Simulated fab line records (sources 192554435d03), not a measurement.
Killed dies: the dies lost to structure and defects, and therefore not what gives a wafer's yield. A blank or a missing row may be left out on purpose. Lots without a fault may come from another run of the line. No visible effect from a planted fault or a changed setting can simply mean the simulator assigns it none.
fab line records -- flow n5Finfet
record lots=7, wafers=39
route steps=1938 shown BEOL_M13@1696 BEOL_M14@1762
startH: the number of hours between the record's first day and the start of the first shown wafer of the lot -- waitH: how many hours have passed since the lot's step before this one -- " same as the row above -- L1.1+2: several wafers, shown together as one row -- - no value, or no start given -- * or withheld: withheld -- < > ~ a bound
route shown NAME@n: a module of which the file shows steps, and the number in the route of the first -- usual: mean/standard deviation taken from wafers without a fault -- same: alike in all rows -- chamber/n: place in a boat -- sites: readings site by site -- _std_site: how widely they spread, as a standard deviation -- _edge_site: the outer-site mean with the inner-site mean subtracted -- radiusMm: how far each site lies from the wafer's centre -- mask NAME#n: copy n -- behind: tool/chamber where the wafer was last shaped -- hold: what put the lot on hold/how long, in hours/how the hold closed -- device: names the non-switching transistor (n, p or np) -- end of line: tests of these same wafers at the route's end -- where a step has no rows: the recipe by itself -- killed: the dies lost at the first sort to structure and to defects; this is not the yield of the wafer -- map: the dies of a wafer, with x for killed, . for not killed, _ for no die there
set.NAME: the setting as run; set.NAME@STEP: as run at that earlier step -- model.NAME: the simulator's own value behind a step, which no gauge read
lots with deliberately changed settings; one table per step, one row per wafer
## steps
# step N5_BEOL_M13_TRENCH_ETCH_34
# recipe chemistry=C4F8/O2/Ar, target=SiOC, targetDepthA=4134.7, maskMaterial=SOC, pressureMtorr=30, sourceW=3000, biasW=700, Ar_flow_sccm=400, C4F8_flow_sccm=15, O2_flow_sccm=8, heInnerTorr=15, heOuterTorr=30, timeS=162.6, ionEnergyEv=250
lot.wafer,tool,chamber,startH,waitH,set.timeS,model.etch.depthNm
L080.1,rieDiel-02,2,283.67,0.0,162.6,435.8
L080.2,rieDiel-02,1,283.67,0.0,162.6,407.9
L080.3,rieDiel-02,3,283.67,0.0,162.6,406.2
L080.4,rieDiel-02,0,283.67,0.0,233.3,602.4
L080.5,rieDiel-02,0,283.67,0.0,233.3,603.6
L080.6,rieDiel-02,1,283.67,0.0,233.3,582.5
L082.1,rieDiel-01,3,299.15,0.0,162.6,409.9
L082.2,rieDiel-01,0,299.15,0.0,162.6,416.9
L082.3,rieDiel-01,2,299.15,0.0,195.5,484.9
L082.4,rieDiel-01,1,299.15,0.0,195.5,497.5
L082.5,rieDiel-01,2,299.15,0.0,162.6,404.5
L082.6,rieDiel-01,3,299.15,0.0,195.5,490.4
L083.1,rieDiel-03,3,308.36,0.0,162.6,409.2
L083.2,rieDiel-03,0,308.36,0.0,162.6,406.5
L083.5,rieDiel-03,1,308.36,0.0,162.6,423.4
L085.1,rieDiel-02,2,335.10,0.0,162.6,430.4
L085.2,rieDiel-02,3,335.10,0.0,162.6,398.9
L085.3,rieDiel-02,0,335.10,0.0,162.6,417.8
L085.4,rieDiel-02,1,335.10,0.0,130.8,327.9
L085.5,rieDiel-02,1,335.10,0.0,130.8,328.4
L085.6,rieDiel-02,0,335.10,0.0,130.8,337.2
L088.1,rieDiel-03,2,343.29,0.0,162.6,407.7
L088.2,rieDiel-03,1,343.29,0.0,162.6,418.1
L088.3,rieDiel-03,0,343.29,0.0,162.6,402.1
L088.4,rieDiel-03,1,343.29,0.0,162.6,415.5
L088.5,rieDiel-03,0,343.29,0.0,162.6,396
L088.6,rieDiel-03,2,343.29,0.0,162.6,412
L091.1,rieDiel-01,3,370.73,0.0,162.6,397.9
L091.2,rieDiel-01,1,370.73,0.0,99.22,247.9
L091.3,rieDiel-01,2,370.73,0.0,162.6,402
L091.4,rieDiel-01,0,370.73,0.0,162.6,411.6
L091.5,rieDiel-01,0,370.73,0.0,99.22,254.2
L091.6,rieDiel-01,1,370.73,0.0,99.22,249.1
L092.1,rieDiel-01,0,380.21,0.0,226,584.8
L092.2,rieDiel-01,3,380.21,0.0,162.6,405.2
L092.3,rieDiel-01,2,380.21,0.0,162.6,404.1
L092.4,rieDiel-01,1,380.21,0.0,226,569.6
L092.5,rieDiel-01,1,380.21,0.0,226,572.4
L092.6,rieDiel-01,0,380.21,0.0,162.6,419.1
# step N5_BEOL_M13_STRIP_70
# recipe chemistry=C4F8/O2/Ar, resist=SiARC, rfFrequencyHz=6e+07
# step N5_BEOL_M13_OCD_MEAS_35
# usual trenchDepthNm=412/9.3
lot.wafer,tool,chamber,startH,waitH,set.timeS@BEOL_M13_TRENCH_ETCH_34,trenchDepthNm
L080.1,ocd-02,-,283.84,0.0,162.6,436
L080.2,ocd-02,-,283.84,0.0,162.6,408
L080.3,ocd-02,-,283.84,0.0,162.6,406
L080.4,ocd-02,-,283.84,0.0,233.3,603
L080.5,ocd-02,-,283.84,0.0,233.3,604
L080.6,ocd-02,-,283.84,0.0,233.3,583
L082.1,ocd-02,-,299.32,0.0,162.6,410
L082.2,ocd-02,-,299.32,0.0,162.6,417
L082.3,ocd-02,-,299.32,0.0,195.5,485
L082.4,ocd-02,-,299.32,0.0,195.5,498
L082.5,ocd-02,-,299.32,0.0,162.6,405
L082.6,ocd-02,-,299.32,0.0,195.5,491
L083.1,ocd-01,-,308.54,0.0,162.6,410
L083.2,ocd-01,-,308.54,0.0,162.6,407
L083.5,ocd-01,-,308.54,0.0,162.6,423
L085.1,ocd-01,-,335.27,0.0,162.6,431
L085.2,ocd-01,-,335.27,0.0,162.6,399
L085.3,ocd-01,-,335.27,0.0,162.6,417
L085.4,ocd-01,-,335.27,0.0,130.8,328
L085.5,ocd-01,-,335.27,0.0,130.8,328
L085.6,ocd-01,-,335.27,0.0,130.8,337
L088.1,ocd-01,-,343.46,0.0,162.6,408
L088.2,ocd-01,-,343.46,0.0,162.6,418
L088.3,ocd-01,-,343.46,0.0,162.6,402
L088.4,ocd-01,-,343.46,0.0,162.6,415
L088.5,ocd-01,-,343.46,0.0,162.6,396
L088.6,ocd-01,-,343.46,0.0,162.6,412
L091.1,ocd-02,-,370.91,0.0,162.6,398
L091.2,ocd-02,-,370.91,0.0,99.22,249
L091.3,ocd-02,-,370.91,0.0,162.6,402
L091.4,ocd-02,-,370.91,0.0,162.6,411
L091.5,ocd-02,-,370.91,0.0,99.22,254
L091.6,ocd-02,-,370.91,0.0,99.22,249
L092.1,ocd-02,-,380.38,0.0,226,585
L092.2,ocd-02,-,380.38,0.0,162.6,406
L092.3,ocd-02,-,380.38,0.0,162.6,404
L092.4,ocd-02,-,380.38,0.0,226,569
L092.5,ocd-02,-,380.38,0.0,226,572
L092.6,ocd-02,-,380.38,0.0,162.6,419
# step N5_BEOL_M13_STRIP_37
# recipe chemistry=N2/H2, powerW=1000, tempC=250, h2Frac=0.65, overashFraction=0.3, pressureMtorr=withheld, n2FlowSccm=1750, h2FlowSccm=3250
# step N5_BEOL_M13_ETCH_38
# recipe chemistry=CF4/N2, target=SiCN, targetDepthA=675, taperDeg=2, timeS=71.9, ionEnergyEv=150, maskMaterial=SiO2, pressureMtorr=40, sourceW=430, biasW=70, Ar_flow_sccm=100, cf4FlowSccm=60, n2FlowSccm=60
# step N5_BEOL_M13_ECD_47
# recipe material=Cu, targetThkA=9360
# step N5_BEOL_M13_ANNEAL_48
# recipe tempC=225, timeS=90, ambient=N2
# step N5_BEOL_M13_CMP_49
# recipe stopOn=SiOC, tOverpolishS=17.1, downForcePsi=1, platenRpm=50, clearingPlatenDownForcePsi=1.5, clearingPlatenRpm=50, postCmpClean=cuAlkaline, targetThkNm=420, clearingPlatenPadVelocityMS=0.99484, padVelocityMS=0.99484
lot.wafer,tool,chamber,startH,waitH,set.timeS@BEOL_M13_TRENCH_ETCH_34,model.Cu_of_BEOL_M13_ECD_47.thkNm
L080.2,cmp-01,3,287.69,0.2,162.6,415
L080.4,cmp-01,0,287.69,0.2,233.3,607.4
L080.3,cmp-01,1,287.69,0.2,162.6,411.6
L080.1,cmp-01,2,287.69,0.2,162.6,444.2
L080.6,cmp-01,3,287.69,0.2,233.3,590.2
L080.5,cmp-01,0,287.69,0.2,233.3,609.2
L082.2,cmp-02,0,303.20,0.2,162.6,424.2
L082.1,cmp-02,1,303.20,0.2,162.6,417
L082.4,cmp-02,2,303.20,0.2,195.5,503.8
L082.3,cmp-02,3,303.20,0.2,195.5,491.2
L082.5,cmp-02,0,303.20,0.2,162.6,412.6
L082.6,cmp-02,1,303.20,0.2,195.5,497
L083.2,cmp-01,1,311.90,0.5,162.6,412.4
L083.1,cmp-01,2,311.90,0.5,162.6,418
L083.5,cmp-01,3,311.90,0.5,162.6,429.8
L085.2,cmp-04,3,337.22,0.2,162.6,405
L085.4,cmp-04,0,337.22,0.2,130.8,334.2
L085.1,cmp-04,1,337.22,0.2,162.6,435.2
L085.3,cmp-04,2,337.22,0.2,162.6,422.2
L085.5,cmp-04,3,337.22,0.2,130.8,333.6
L085.6,cmp-04,0,337.22,0.2,130.8,344
L088.3,cmp-04,0,344.76,0.2,162.6,409
L088.1,cmp-04,1,344.76,0.2,162.6,415
L088.4,cmp-04,2,344.76,0.2,162.6,422.6
L088.2,cmp-04,3,344.76,0.2,162.6,425.8
L088.5,cmp-04,0,344.76,0.2,162.6,404
L088.6,cmp-04,1,344.76,0.2,162.6,417.6
L091.2,cmp-02,1,373.18,0.2,99.22,255.2
L091.1,cmp-02,2,373.18,0.2,162.6,405
L091.3,cmp-02,3,373.18,0.2,162.6,409.2
L091.4,cmp-02,0,373.18,0.2,162.6,421.2
L091.6,cmp-02,1,373.18,0.2,99.22,257.6
L091.5,cmp-02,2,373.18,0.2,99.22,261.4
L092.4,cmp-01,0,385.51,0.1,226,574.6
L092.2,cmp-01,1,385.51,0.1,162.6,410.8
L092.3,cmp-01,2,385.51,0.1,162.6,412.4
L092.1,cmp-01,3,385.51,0.1,226,591.2
L092.6,cmp-01,0,385.51,0.1,162.6,424.6
L092.5,cmp-01,1,385.51,0.1,226,578.4
# step N5_BEOL_M13_THK_MEAS_50
# recipe thkMeasGauge=xrf, reads=Cu_of_BEOL_M13_ECD_47
# usual M13_THK=417/9.8
lot.wafer,tool,chamber,startH,waitH,set.timeS@BEOL_M13_TRENCH_ETCH_34,M13_THK[nm]
L080.1,filmMetro-01,-,287.98,-,162.6,441
L080.2,filmMetro-01,-,287.98,-,162.6,407
L080.3,filmMetro-01,-,287.98,-,162.6,405
L080.4,filmMetro-01,-,287.98,-,233.3,599
L080.5,filmMetro-01,-,287.98,-,233.3,601
L080.6,filmMetro-01,-,287.98,-,233.3,586
L082.1,filmMetro-01,-,303.49,-,162.6,410
L082.2,filmMetro-01,-,303.49,-,162.6,415
L082.3,filmMetro-01,-,303.49,-,195.5,480
L082.4,filmMetro-01,-,303.49,-,195.5,494
L082.5,filmMetro-01,-,303.49,-,162.6,406
L082.6,filmMetro-01,-,303.49,-,195.5,488
L083.1,filmMetro-01,-,312.12,-,162.6,414
L083.2,filmMetro-01,-,312.12,-,162.6,406
L083.5,filmMetro-01,-,312.12,-,162.6,422
L085.1,filmMetro-02,-,337.51,-,162.6,434
L085.2,filmMetro-02,-,337.51,-,162.6,404
L085.3,filmMetro-02,-,337.51,-,162.6,422
L085.4,filmMetro-02,-,337.51,-,130.8,332
L085.5,filmMetro-02,-,337.51,-,130.8,334
L085.6,filmMetro-02,-,337.51,-,130.8,341
L088.1,filmMetro-02,-,345.05,-,162.6,415
L088.2,filmMetro-02,-,345.05,-,162.6,426
L088.3,filmMetro-02,-,345.05,-,162.6,409
L088.4,filmMetro-02,-,345.05,-,162.6,422
L088.5,filmMetro-02,-,345.05,-,162.6,404
L088.6,filmMetro-02,-,345.05,-,162.6,417
L091.1,filmMetro-02,-,373.47,-,162.6,400
L091.2,filmMetro-02,-,373.47,-,99.22,252
L091.3,filmMetro-02,-,373.47,-,162.6,402
L091.4,filmMetro-02,-,373.47,-,162.6,416
L091.5,filmMetro-02,-,373.47,-,99.22,257
L091.6,filmMetro-02,-,373.47,-,99.22,255
L092.1,filmMetro-02,-,385.81,-,226,595
L092.2,filmMetro-02,-,385.81,-,162.6,410
L092.3,filmMetro-02,-,385.81,-,162.6,415
L092.4,filmMetro-02,-,385.81,-,226,577
L092.5,filmMetro-02,-,385.81,-,226,579
L092.6,filmMetro-02,-,385.81,-,162.6,425
# step N5_BEOL_M13_PRE_CLEAN_52
# recipe gas=NH3, timeS=15, tempC=withheld, rfPowerW=300
# step N5_BEOL_M13_DEP_53
# recipe material=SiCN, targetThkA=500, tempC=withheld, precursor=3MS/NH3, pressureTorr=3, rfW=675, timeS=17.8
# step N5_BEOL_M13_RS_MEAS_54
# recipe thkMeasGauge=four-point-probe, reads=Cu_of_BEOL_M13_ECD_47+Ta_of_BEOL_M13_SPUTTER_44+TaN_of_BEOL_M13_SPUTTER_43
# usual M13_RS=0.0451/0.001
lot.wafer,tool,chamber,startH,waitH,set.timeS@BEOL_M13_TRENCH_ETCH_34,M13_RS[ohm/sq]
L080.1,filmMetro-01,-,288.11,0.0,162.6,0.0425
L080.2,filmMetro-01,-,288.11,0.0,162.6,0.0456
L080.3,filmMetro-01,-,288.11,0.0,162.6,0.0459
L080.4,filmMetro-01,-,288.11,0.0,233.3,0.0308
L080.5,filmMetro-01,-,288.11,0.0,233.3,0.0307
L080.6,filmMetro-01,-,288.11,0.0,233.3,0.0317
L082.1,filmMetro-01,-,303.63,0.1,162.6,0.0454
L082.2,filmMetro-01,-,303.63,0.1,162.6,0.0445
L082.3,filmMetro-01,-,303.63,0.1,195.5,0.0384
L082.4,filmMetro-01,-,303.63,0.1,195.5,0.0374
L082.5,filmMetro-01,-,303.63,0.1,162.6,0.0459
L082.6,filmMetro-01,-,303.63,0.1,195.5,0.0379
L083.1,filmMetro-01,-,312.25,0.0,162.6,0.0453
L083.2,filmMetro-01,-,312.25,0.0,162.6,0.0459
L083.5,filmMetro-01,-,312.25,0.0,162.6,0.0440
L085.1,filmMetro-01,-,337.64,0.0,162.6,0.0434
L085.2,filmMetro-01,-,337.64,0.0,162.6,0.0468
L085.3,filmMetro-01,-,337.64,0.0,162.6,0.0448
L085.4,filmMetro-01,-,337.64,0.0,130.8,0.0571
L085.5,filmMetro-01,-,337.64,0.0,130.8,0.0572
L085.6,filmMetro-01,-,337.64,0.0,130.8,0.0553
L088.1,filmMetro-01,-,345.18,0.0,162.6,0.0456
L088.2,filmMetro-01,-,345.18,0.0,162.6,0.0445
L088.3,filmMetro-01,-,345.18,0.0,162.6,0.0463
L088.4,filmMetro-01,-,345.18,0.0,162.6,0.0448
L088.5,filmMetro-01,-,345.18,0.0,162.6,0.0469
L088.6,filmMetro-01,-,345.18,0.0,162.6,0.0452
L091.1,filmMetro-01,-,373.60,0.0,162.6,0.0468
L091.2,filmMetro-01,-,373.60,0.0,99.22,0.0758
L091.3,filmMetro-01,-,373.60,0.0,162.6,0.0463
L091.4,filmMetro-01,-,373.60,0.0,162.6,0.0448
L091.5,filmMetro-01,-,373.60,0.0,99.22,0.0739
L091.6,filmMetro-01,-,373.60,0.0,99.22,0.0750
L092.1,filmMetro-02,-,385.97,0.1,226,0.0316
L092.2,filmMetro-02,-,385.97,0.1,162.6,0.0460
L092.3,filmMetro-02,-,385.97,0.1,162.6,0.0456
L092.4,filmMetro-02,-,385.97,0.1,226,0.0324
L092.5,filmMetro-02,-,385.97,0.1,226,0.0323
L092.6,filmMetro-02,-,385.97,0.1,162.6,0.0443
# step N5_BEOL_M14_SPUTTER_43
# recipe material=TaN, targetThkA=150, tempC=50, biasV=168.6, powerW=15000, chamberPressurePa=0.12, timeS=24.19
lot.wafer,tool,chamber,startH,waitH,set.targetThkA,model.TaN_of_BEOL_M14_SPUTTER_43.thkNm
L080.1,pvdSputter-01,-,295.45,0.0,150,14.8
L080.2+5+6,pvdSputter-01,-,295.45,0.0,178.5,18
L080.3+4,pvdSputter-01,-,295.45,0.0,150,15.2
L082.1+4+6,pvdSputter-03,-,309.33,0.0,150,14.8
L082.2+5,pvdSputter-03,-,309.33,0.0,150,14.6
L082.3,pvdSputter-03,-,309.33,0.0,150,15
L083.1+2+5,pvdSputter-01,-,321.04,0.0,150,15.2
L085.1,pvdSputter-02,-,340.82,0.0,111.4,11.4
L085.2,pvdSputter-02,-,340.82,0.0,150,14.8
L085.3,pvdSputter-02,-,340.82,0.0,150,15
L085.4,pvdSputter-02,-,340.82,0.0,111.4,11.2
L085.5,pvdSputter-02,-,340.82,0.0,150,15.2
L085.6,pvdSputter-02,-,340.82,0.0,111.4,11
L088.1,pvdSputter-01,-,347.70,0.0,150,15.6
L088.2+3+5+6,pvdSputter-01,-,347.70,0.0,150,15.2
L088.4,pvdSputter-01,-,347.70,0.0,150,15
L091.1+5+6,pvdSputter-01,-,379.31,0.0,120.6,11.8
L091.2+3+4,pvdSputter-01,-,379.31,0.0,150,14.8
L092.1,pvdSputter-02,-,390.31,0.0,94.94,9.2
L092.2,pvdSputter-02,-,390.31,0.0,94.94,9.4
L092.3,pvdSputter-02,-,390.31,0.0,150,15.2
L092.4+5,pvdSputter-02,-,390.31,0.0,150,14.8
L092.6,pvdSputter-02,-,390.31,0.0,94.94,9.6
# step N5_BEOL_M14_SPUTTER_44
# recipe material=Ta, targetThkA=150, tempC=50, biasV=80, powerW=15000, chamberPressurePa=0.07, timeS=24.19
# step N5_BEOL_M14_SPUTTER_45
# recipe material=Cu, targetThkA=1000, tempC=-20, biasV=60, powerW=26000, chamberPressurePa=0.13, timeS=16.67
# step N5_BEOL_M14_ECD_47
# recipe material=Cu, targetThkA=12480
# step N5_BEOL_M14_ANNEAL_48
# recipe tempC=225, timeS=90, ambient=N2
# step N5_BEOL_M14_CMP_49
# recipe stopOn=SiO2, tOverpolishS=5.2, downForcePsi=2, platenRpm=80, clearingPlatenDownForcePsi=2, clearingPlatenRpm=80, postCmpClean=cuAlkaline, targetThkNm=560, clearingPlatenPadVelocityMS=1.5917, padVelocityMS=1.5917
# usual barrierFieldEndpointS=11.6/0.39
lot.wafer,tool,chamber,startH,waitH,set.targetThkA@BEOL_M14_SPUTTER_43,barrierFieldEndpointS
L080.1,cmp-03,3,296.21,0.3,150,11.4
L080.3,cmp-03,0,296.21,0.3,150,12.0
L080.4,cmp-03,1,296.21,0.3,150,11.8
L080.2,cmp-03,2,296.21,0.3,178.5,12.3
L080.5,cmp-03,3,296.21,0.3,178.5,12.5
L080.6,cmp-03,0,296.21,0.3,178.5,13.6
L082.4,cmp-03,3,310.93,0.1,150,11.3
L082.2,cmp-03,0,310.93,0.1,150,11.7
L082.3,cmp-03,1,310.93,0.1,150,12.2
L082.1,cmp-03,2,310.93,0.1,150,11.3
L082.6,cmp-03,3,310.93,0.1,150,11.3
L082.5,cmp-03,0,310.93,0.1,150,12.0
L083.2,cmp-03,2,323.37,0.2,150,11.3
L083.1,cmp-03,0,323.37,0.2,150,11.9
L083.5,cmp-03,2,323.37,0.2,150,11.1
L085.1,cmp-03,1,341.67,0.3,111.4,10.9
L085.2,cmp-03,2,341.67,0.3,150,11.5
L085.4,cmp-03,3,341.67,0.3,111.4,10.4
L085.3,cmp-03,0,341.67,0.3,150,12.3
L085.5,cmp-03,1,341.67,0.3,150,12.5
L085.6,cmp-03,2,341.67,0.3,111.4,10.1
L088.1,cmp-03,3,348.91,0.3,150,11.6
L088.4,cmp-03,0,348.91,0.3,150,11.9
L088.2,cmp-03,1,348.91,0.3,150,12.0
L088.3,cmp-03,2,348.91,0.3,150,11.3
L088.5,cmp-03,3,348.91,0.3,150,11.4
L088.6,cmp-03,0,348.91,0.3,150,12.0
L091.4,cmp-03,3,380.10,0.1,150,11.3
L091.2,cmp-03,0,380.10,0.1,150,12.0
L091.1,cmp-03,1,380.10,0.1,120.6,10.5
L091.3,cmp-03,2,380.10,0.1,150,11.0
L091.6,cmp-03,3,380.10,0.1,120.6,10.1
L091.5,cmp-03,0,380.10,0.1,120.6,10.7
L092.3,cmp-03,3,391.07,0.2,150,11.3
L092.2,cmp-03,0,391.07,0.2,94.94,9.6
L092.1,cmp-03,1,391.07,0.2,94.94,9.7
L092.4,cmp-03,2,391.07,0.2,150,11.5
L092.6,cmp-03,3,391.07,0.2,94.94,9.4
L092.5,cmp-03,0,391.07,0.2,150,12.4
## key
split step=N5_BEOL_M13_TRENCH_ETCH_34, setting=timeS, stated=162.6, by=wafer
response step=N5_BEOL_M13_TRENCH_ETCH_34, reading=model.etch.depthNm, change=+4.12, per=1%, r=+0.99
response step=N5_BEOL_M13_OCD_MEAS_35, reading=trenchDepthNm, change=+4.11, per=1%, r=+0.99
response step=N5_BEOL_M13_CMP_49, reading=model.Cu_of_BEOL_M13_ECD_47.thkNm, change=+4.1, per=1%, r=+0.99
response step=N5_BEOL_M13_THK_MEAS_50, reading=M13_THK, change=+4.08, per=1%, r=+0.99
response step=N5_BEOL_M13_RS_MEAS_54, reading=M13_RS, change=-0.000456, per=1%, r=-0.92
split step=N5_BEOL_M14_SPUTTER_43, setting=targetThkA, stated=150, by=wafer
response step=N5_BEOL_M14_SPUTTER_43, reading=model.TaN_of_BEOL_M14_SPUTTER_43.thkNm, change=+0.151, per=1%, r=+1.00
response step=N5_BEOL_M14_CMP_49, reading=barrierFieldEndpointS, change=+0.058, per=1%, r=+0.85
